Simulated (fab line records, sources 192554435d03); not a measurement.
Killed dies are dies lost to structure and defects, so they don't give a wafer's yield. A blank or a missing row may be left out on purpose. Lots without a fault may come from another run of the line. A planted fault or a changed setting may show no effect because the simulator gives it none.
fab line records | flow n5_finfet
record lots=10 wafers=28 last_day=18
route steps=1938 shown BEOL_M10@1493 PASSIVATION@1936
lots that met no fault: from a run of the same line without faults
start_h: hours from the record's first day to the start of the lot's first wafer shown | wait_h: hours since the lot's step before | " the same as in the row above | L1.1+2: a row that stands for several wafers | - no value, or no start given | * or withheld: withheld | < > ~ a bound
route shown NAME@n: a module of which the file shows steps, and the number in the route of the first | usual: mean/standard deviation of fault-free wafers | same: alike in all rows | chamber/n: place in a boat | sites: the reading at each site | _std_site: their standard deviation | _edge_site: outer sites' mean less inner sites' | radius_mm: how far each site lies from the wafer's centre | mask NAME#n: copy n | behind: the tool/chamber that last shaped the wafer | hold: why the lot was held/for how many hours/how that ended | device: the transistor (n, p or np) that didn't switch | end of line: the same wafers' tests at the end of the route | a step without rows: its recipe alone | killed: dies lost to structure and defects at the first sort, not the wafer's yield | map: a wafer's dies, x killed, . not, _ none there
set.NAME: the setting as run; set.NAME@STEP: as run at that earlier step | model.NAME: the simulator's own value behind a step, which no gauge read
steps of the route over a sample of lots; a table a step, a row a wafer
services: from which hour (start_h, from the record's first day; less than 0 if before it) a tool's chamber was out of use, for how many hours, and why
## steps
# step N5_BEOL_M10_CD_MEAS_18
# recipe pitch_nm=140 target_cd_nm=70
# usual cd_nm=69.8/0.78
# columns lot.wafer tool chamber start_h wait_h cd_nm
L854.3 cd_sem-01 - 226.44 0.1 69.5
L854.4 " - " " 70.9
L854.5 " - " " 69.6
L856.3 cd_sem-01 - 238.67 0.1 71.0
L856.4 " - " " 69.2
L856.5 " - " " 70.5
L860.2 cd_sem-01 - 256.64 0.1 70.7
L860.3 " - " " 70.4
L860.6 " - " " 70.6
L862.5 cd_sem-01 - 277.31 0.0 70.7
L862.6 " - " " 70.6
L866.1 cd_sem-01 - 314.70 0.0 69.3
L866.5 " - " " 68.6
L866.6 " - " " 70.9
L868.4 cd_sem-03 - 332.52 0.1 70.9
L868.6 " - " " 69.4
L872.1 cd_sem-01 - 343.74 0.0 71.4
L872.2 " - " " 68.8
L872.6 " - " " 69.1
L874.1 cd_sem-03 - 353.97 0.0 70.8
L874.5 " - " " 70.4
L874.6 " - " " 70.1
L876.3 cd_sem-03 - 367.40 0.1 70.2
L876.4 " - " " 69.8
L876.6 " - " " 69.2
L875.1 cd_sem-01 - 373.98 0.1 68.6
L875.2 " - " " 69.0
L875.4 " - " " 68.2
# step N5_BEOL_M10_ETCH_66
# recipe chemistry=N2/H2 target=SOC target_depth_a=1200 overetch_a=240 mask_material=SiARC temp_c=40 time_s=180 ion_energy_ev=200 pressure_mtorr=30 source_w=840 bias_w=150 n2_flow_sccm=200 h2_flow_sccm=200
# usual drypump_motor_current_A=5.6/0.47 oes_product_au=0.64/0.066 rf_fwd_power_W=837.0/2.7 rf_vpp_V=524.2/2.8 run_length_s=203.3/0.46 showerhead_plenum_p_Torr=2.55/0.096 throttle_valve_pct=17.7/0.32
# columns lot.wafer tool chamber start_h wait_h drypump_motor_current_A oes_product_au rf_fwd_power_W rf_hours_counter_h rf_vpp_V run_length_s showerhead_plenum_p_Torr throttle_valve_pct
L854.3 rie_diel-01 2 227.54 0.0 5.6 0.72 837.8 33 528.0 203.7 2.70 17.3
L854.4 " 1 " " 5.9 0.57 832.2 198 526.3 203.8 2.62 17.9
L854.5 " 0 " " 6.0 0.55 837.7 - 526.4 203.2 2.62 18.0
L856.3 rie_diel-01 3 239.22 0.0 5.7 0.71 834.1 28 521.7 202.6 2.48 17.4
L856.4 " 3 " " 5.7 0.71 838.0 - 524.1 203.1 2.48 17.4
L856.5 " 1 " " 5.9 0.57 836.5 - 526.4 203.4 2.61 17.9
L860.2 rie_diel-01 2 257.45 0.0 5.6 0.70 839.0 42 526.9 203.4 2.69 17.3
L860.3 " 3 " " 5.7 0.70 836.3 35 522.3 202.6 2.48 17.4
L860.6 " 0 " " 6.0 0.55 837.3 - 525.0 202.9 2.62 18.0
L862.5 rie_diel-01 1 278.61 0.1 5.9 0.56 837.9 - 526.7 203.3 2.61 17.9
L862.6 " 2 " " 5.6 0.69 833.8 - 527.4 203.7 2.69 17.3
L866.1 rie_diel-01 1 318.22 0.0 5.9 0.55 840.2 231 525.3 203.1 2.60 18.0
L866.5 " 2 " " 5.6 0.69 835.7 - 528.4 203.5 2.69 17.3
L866.6 " 3 " " 5.8 0.80 - - 523.2 162.2 2.47 17.4
L868.4 rie_diel-01 3 336.27 0.1 5.7 0.67 836.1 - 523.0 202.9 2.47 17.5
L868.6 " 0 " " 6.0 0.95 - - 525.4 162.2 2.61 17.6
L872.1 rie_diel-05 1 344.53 0.0 5.4 0.56 833.9 241 522.0 204.2 2.48 17.9
L872.2 " 0 " " 5.2 0.55 840.5 238 521.5 203.6 2.49 17.5
L872.6 " 2 " " 6.2 0.54 840.6 - 520.7 202.6 2.41 18.3
L874.1 rie_diel-03 2 354.66 0.0 4.7 0.70 837.9 52 522.8 203.9 2.49 17.6
L874.5 " 2 " " 4.7 0.70 839.0 - 522.5 204.2 2.49 17.6
L874.6 " 3 " " 6.5 0.58 840.0 - 519.9 203.6 2.42 18.2
L876.3 rie_diel-03 3 372.56 0.0 6.5 0.57 835.2 199 521.6 203.6 2.42 18.2
L876.4 " 1 " " 5.4 0.64 838.5 - 520.9 203.7 2.44 17.3
L876.6 " 3 " " 6.5 0.57 836.2 - 520.0 203.5 2.42 18.2
L875.1 rie_diel-03 3 374.78 0.0 6.5 0.57 837.8 200 519.3 203.6 2.42 18.2
L875.2 " 1 " " 5.4 0.63 838.5 95 521.7 204.0 2.44 17.3
L875.4 " 1 " " 5.4 0.63 834.3 - 522.1 203.6 2.44 17.3
# step N5_BEOL_M10_TRENCH_ETCH_37
# recipe chemistry=C4F6/O2 target_depth_a=1488.3 target=SiCOH_lowk time_s=48 ion_energy_ev=250 pressure_mtorr=30 source_w=345 bias_w=185 Ar_flow_sccm=300 C4F6_flow_sccm=10 O2_flow_sccm=10
# usual drypump_motor_current_A=5.6/0.47 oes_product_au=0.79/0.086 rf_fwd_power_W=341.9/1.4 rf_vpp_V=665/13 run_length_s=71.4/0.48 showerhead_plenum_p_Torr=2.85/0.11 throttle_valve_pct=20.79/0.25
# columns lot.wafer tool chamber start_h wait_h drypump_motor_current_A oes_product_au rf_fwd_power_W rf_hours_counter_h rf_vpp_V run_length_s showerhead_plenum_p_Torr throttle_valve_pct
L854.3 rie_diel-01 2 - - 5.5 0.90 339.8 33 660 71.6 3.02 20.54
L854.4 " 1 " " 5.9 0.70 339.5 199 686 71.3 2.91 20.94
L854.5 " 0 " " 5.9 0.68 343.2 - 680 70.8 2.91 20.90
L856.3 rie_diel-01 3 - - 5.7 0.86 341.3 28 675 70.9 2.78 20.50
L856.4 " 3 " " 5.7 0.86 341.4 - 673 70.5 2.78 20.50
L856.5 " 1 " " 5.9 0.70 340.3 - 685 71.5 2.91 20.95
L860.2 rie_diel-01 2 - - 5.5 0.88 339.5 42 660 71.6 3.01 20.55
L860.3 " 3 " " 5.7 0.84 342.8 35 674 70.7 2.78 20.50
L860.6 " 0 " " 6.0 0.67 342.7 - 682 71.1 2.90 20.93
L862.5 rie_diel-01 1 - - 5.9 0.68 340.0 - 685 71.3 2.90 20.97
L862.6 " 2 " " 5.5 0.86 343.8 - 659 71.5 3.01 20.55
L866.1 rie_diel-01 1 - - 5.9 0.66 340.5 231 684 71.1 2.90 20.97
L866.5 " 2 " " 5.6 0.85 341.4 - 659 71.4 3.00 20.59
L866.6 " 3 " " 5.7 0.81 341.4 - 674 70.7 2.77 20.54
L868.4 rie_diel-01 3 - - 5.7 0.81 343.3 - 673 71.0 2.76 20.53
L868.6 " 0 " " 6.0 0.96 344.1 - 680 70.8 2.89 20.64
L872.1 rie_diel-05 1 - - 5.4 0.67 343.0 241 649 72.2 2.78 21.03
L872.2 " 0 " " 5.2 0.66 339.8 238 642 71.1 2.81 20.78
L872.6 " 2 " " 6.2 0.67 340.0 - 638 70.8 2.71 21.35
L874.1 rie_diel-03 2 - - 4.7 0.86 341.3 52 653 72.1 2.77 20.55
L874.5 " 2 " " 4.7 0.86 340.6 - 653 72.1 2.77 20.56
L874.6 " 3 " " 6.5 0.71 342.2 - 654 71.6 2.70 21.20
L876.3 rie_diel-03 3 - - 6.5 0.70 342.4 199 655 71.5 2.70 21.21
L876.4 " 1 " " 5.4 0.80 341.8 - 657 72.2 2.77 20.60
L876.6 " 3 " " 6.4 0.70 343.5 - 654 71.5 2.70 21.22
L875.1 rie_diel-03 3 - - 6.5 0.70 342.8 200 653 71.6 2.70 21.23
L875.2 " 1 " " 5.4 0.79 342.1 95 656 71.8 2.77 20.61
L875.4 " 1 " " 5.4 0.79 342.2 - 657 71.7 2.77 20.61
# step N5_BEOL_M10_STRIP_77
# recipe chemistry=N2/H2 time_s=10 power_w=450 temp_c=40 pressure_mtorr=20 rf_frequency_hz=6e+07 bias_power_w=7 n2_flow_sccm=200 h2_flow_sccm=200
# usual drypump_motor_current_A=5.6/0.47 oes_product_au=0.78/0.088 rf_vpp_V=59.2/0.93 showerhead_plenum_p_Torr=2.54/0.096 throttle_valve_pct=23.4/0.4
# columns lot.wafer tool chamber start_h wait_h drypump_motor_current_A oes_product_au rf_hours_counter_h rf_vpp_V showerhead_plenum_p_Torr throttle_valve_pct
L854.3 rie_diel-01 2 - - 5.5 0.90 33 60.3 2.69 23.0
L854.4 " 1 " " 5.9 0.69 199 59.3 2.61 23.7
L854.5 " 0 " " 6.0 0.68 - 60.3 2.62 23.7
L856.3 rie_diel-01 3 - - 5.7 0.88 28 58.9 2.48 23.1
L856.4 " 3 " " 5.7 0.87 - 58.8 2.48 23.0
L856.5 " 1 " " 5.9 0.71 - 58.6 2.61 23.7
L860.2 rie_diel-01 2 - - 5.6 0.88 42 58.6 2.69 23.0
L860.3 " 3 " " 5.8 0.85 35 57.5 2.48 23.0
L860.6 " 0 " " 6.0 0.67 - 58.9 2.61 23.7
L862.5 rie_diel-01 1 - - 5.9 0.68 - 59.0 2.60 23.7
L862.6 " 2 " " 5.5 0.87 - 59.9 2.69 23.0
L866.1 rie_diel-01 1 - - 5.9 0.68 231 58.6 2.60 23.7
L866.5 " 2 " " 5.5 0.84 - 59.7 2.68 23.1
L866.6 " 3 " " 5.7 0.82 - 58.1 2.47 23.1
L868.4 rie_diel-01 3 - - 5.8 0.82 - 58.1 2.46 23.1
L868.6 " 0 " " 6.0 0.94 - 59.4 2.60 23.5
L872.1 rie_diel-05 1 - - 5.4 0.66 241 58.9 2.48 23.5
L872.2 " 0 " " 5.2 0.66 238 59.6 2.49 23.0
L872.6 " 2 " " 6.3 0.66 - 58.6 2.41 24.2
L874.1 rie_diel-03 2 - - 4.7 0.86 52 58.2 2.48 23.5
L874.5 " 2 " " 4.7 0.87 - 59.1 2.48 23.5
L874.6 " 3 " " 6.5 0.70 - 56.9 2.42 24.2
L876.3 rie_diel-03 3 - - 6.5 0.69 199 58.5 2.41 24.2
L876.4 " 1 " " 5.4 0.78 - 58.4 2.43 22.9
L876.6 " 3 " " 6.5 0.69 - 59.6 2.41 24.2
L875.1 rie_diel-03 3 - - 6.4 0.70 200 58.8 2.41 24.2
L875.2 " 1 " " 5.4 0.77 95 59.4 2.43 22.9
L875.4 " 1 " " 5.4 0.77 - 58.5 2.43 22.9
# step N5_PASSIVATION_PROBE_49
# usual defect_limited_yield=91.5/1.3 killed_at_M0_to_M3=36/10 killed_at_M4_up=13/4.7 killed_at_contacts=13/6.7 killed_at_front_end=37/9.7 killed_at_other=2.6/2.3 killed_dies=101/15 killed_open=67/12 killed_short=32/6.7 sort_bin_4_leakage=0.0/0.31 sort_bin_5_function=5.0/0.89 sort_bin_6_memory=3.2/0.63 sort_bin_8_speed=0.01/0.03 sort_n_pass=1079/16 sort_yield_pct=91.4/1.4
# same gross_dies=1180 killed_at_back_side=0
# columns lot.wafer tool chamber start_h wait_h defect_limited_yield[%] killed_at_M0_to_M3 killed_at_M4_up killed_at_contacts killed_at_front_end killed_at_other killed_dies killed_open killed_short sort_bin_4_leakage[%] sort_bin_5_function[%] sort_bin_6_memory[%] sort_bin_8_speed[%] sort_n_pass sort_yield_pct[%]
L868.4 prober-01 - 383.26 0.2 91.2 20 13 33 33 5 104 79 24 0 5.1 3.3 0 1076 91.2
# killed by level:class
L868.4 MOL_CONTACT_COAG:geometric_particle:open=30 FIN_SAQP:geometric_particle:open=12 FIN_SAQP:geometric_particle:short=9 BEOL_M1:geometric_particle:open=8 BEOL_M4:geometric_particle:open=8 BEOL_M3:geometric_particle:open=6 BEOL_M6:geometric_particle:open=4 PASS1_CAP:geometric_particle:short=4
## services
# columns tool chamber start_h hours kind
rie_diel-05 3 226.98 4.9 repair
rie_diel-01 2 234.02 5.6 repair
rie_diel-05 2 241.81 11.7 repair
rie_diel-05 1 284.48 2.8 repair
rie_diel-01 0 288.98 - clean
rie_diel-01 0 288.98 - consumable_replace:focus_ring
rie_diel-01 0 288.98 18.9 scheduled_down
rie_diel-01 0 288.98 18.9 vent_cycle
rie_diel-01 1 330.90 18.3 repair
rie_diel-05 1 334.52 2.8 repair
rie_diel-05 2 353.01 - clean
rie_diel-05 2 353.01 - consumable_replace:focus_ring
rie_diel-05 2 353.01 - consumable_replace:showerhead
rie_diel-05 2 353.01 18.7 scheduled_down
rie_diel-05 2 353.01 18.7 vent_cycle
rie_diel-03 2 357.16 20.5 repair
rie_diel-05 3 371.89 - clean
rie_diel-05 3 371.89 - consumable_replace:focus_ring
rie_diel-05 3 371.89 23.2 scheduled_down
rie_diel-05 3 371.89 23.2 vent_cycle
## key
first_sign step=N5_BEOL_M10_ETCH_66 reading=run_length_s direction=down sigmas=90 usual=* struck=*
effect none on later readings
met_at N5_BEOL_M10_ETCH_66
struck_lots L866,L868
struck_wafers L866.6,L868.6
not_acting_at N5_BEOL_M10_CD_MEAS_18,N5_BEOL_M10_TRENCH_ETCH_37,N5_BEOL_M10_STRIP_77
onset_between 278.61 318.22
fault kind=process_parameter_drift tool=rie_diel-01 chamber=- onset_h=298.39 steps=N5_BEOL_M10_ETCH_66 channel=time_s offset=* shape=step end_h=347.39 scope=struck_wafers_only acts_in=* stated=*
